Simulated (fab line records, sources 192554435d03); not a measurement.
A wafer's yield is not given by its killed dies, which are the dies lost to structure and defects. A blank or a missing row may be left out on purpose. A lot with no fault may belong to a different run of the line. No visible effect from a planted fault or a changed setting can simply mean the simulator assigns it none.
Split-lot study | flow n5-finfet | 21 wafers read across 7 lots, on a route 1938 steps long

## ABOUT THE SPLIT
At N5_BEOL_M12_SPUTTER_44 (material Ta, target thk 10 nm, time 16.13 s), the setting time-s was moved away from the recipe's 16.13 s on 4 of the 21 wafers read, by -11.0% to +4.2%. For the rest of the wafers, this setting stayed at what the recipe calls for.

The reading is taken at the split's own step.

## THE READING
Ta_of_BEOL_M12_SPUTTER_44.thk-nm (the simulator's own value, which no gauge read), in nm, at N5_BEOL_M12_SPUTTER_44 (material Ta, target thk 10 nm, time 16.13 s). The file gives no usual value for it. Across the 17 wafers here that went through the recipe, the average is 9.9 nm and the standard deviation 0.17 nm.

wafer  | tool, chamber at the split | time-s as run, s | against the recipe | Ta_of_BEOL_M12_SPUTTER_44.thk-nm, nm | against lot-mates on the recipe
L075.1 | pvd-sputter-03, -          | 16.81            | +4.2%              | 10                                   | +0.2
L075.3 | pvd-sputter-03, -          | 16.81            | +4.2%              | 10.4                                 | +0.6
L075.4 | pvd-sputter-03, -          | 16.13            | recipe             | 9.8                                  | -
L079.1 | pvd-sputter-01, -          | 16.13            | recipe             | 10                                   | -
L079.2 | pvd-sputter-01, -          | 16.13            | recipe             | 10                                   | -
L079.5 | pvd-sputter-01, -          | 16.13            | recipe             | 10.2                                 | -
L082.1 | pvd-sputter-02, -          | 14.36            | -11.0%             | 8.6                                  | -1.1
L082.3 | pvd-sputter-02, -          | 16.13            | recipe             | 9.8                                  | -
L082.5 | pvd-sputter-02, -          | 16.13            | recipe             | 9.6                                  | -
L083.1 | pvd-sputter-02, -          | 16.13            | recipe             | 9.8                                  | -
L083.2 | pvd-sputter-02, -          | 16.13            | recipe             | 10                                   | -
L083.4 | pvd-sputter-02, -          | 16.13            | recipe             | 10                                   | -
L087.1 | pvd-sputter-03, -          | 16.13            | recipe             | 9.8                                  | -
L087.4 | pvd-sputter-03, -          | 16.13            | recipe             | 9.8                                  | -
L087.6 | pvd-sputter-03, -          | 16.13            | recipe             | 9.8                                  | -
L096.1 | pvd-sputter-01, -          | 16.13            | recipe             | 10                                   | -
L096.6 | pvd-sputter-01, -          | 16.13            | recipe             | 10                                   | -
L096.5 | pvd-sputter-01, -          | 15.13            | -6.2%              | 9.2                                  | -0.8
L097.1 | pvd-sputter-01, -          | 16.13            | recipe             | 9.8                                  | -
L097.5 | pvd-sputter-01, -          | 16.13            | recipe             | 10.2                                 | -
L097.6 | pvd-sputter-01, -          | 16.13            | recipe             | 10.2                                 | -

THE FIT
A straight line over all 21 wafers: Ta_of_BEOL_M12_SPUTTER_44.thk-nm changes by +0.109 nm for each +1% of time-s; r = +0.88; the points scatter about the line by 0.18 nm.
The same after taking each lot's own level away (the mean of its wafers on the recipe; 21 wafers): +0.105 nm for each +1%; r = +0.94; scatter 0.12 nm.
On that fit, the largest move of time-s shifts the reading by 1.1 nm.
The span of the lots' own levels, 9.70 to 10.07 nm, comes to 2.2 times the standard deviation stated above.
The two slopes are in agreement: the lot-to-lot level therefore moves the slope only a little.
Check: -1.25 nm against its lot-mates is what the line predicts for one of the wafers moved furthest among these (-11.0%) when that wafer is left out of the fit. It came out at -1.1 nm against them.

## FURTHER SPLITS ON THESE WAFERS
Before the reading, these wafers also passed through other splits. Each is held against what the fit with the lots' levels taken away leaves over:
other split on the same wafers | wafers away from the commonest value | r with Ta_of_BEOL_M12_SPUTTER_44.thk-nm (lot level and that fit taken away)
N5_BEOL_M9_HM_STRIP_39 time-s  | 15                                   | +0.11
N5_BEOL_M11_COAT_63 spin-rpm   | 4                                    | +0.08
N5_BEOL_M11_ETCH_66 time-s     | 6                                    | +0.24
N5_BEOL_M12_SPUTTER_43 power-w | 8                                    | +0.01

## THE FILE'S OWN FIT
Ta_of_BEOL_M12_SPUTTER_44.thk-nm changes by +0.106 nm for each +1% of time-s, r = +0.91.
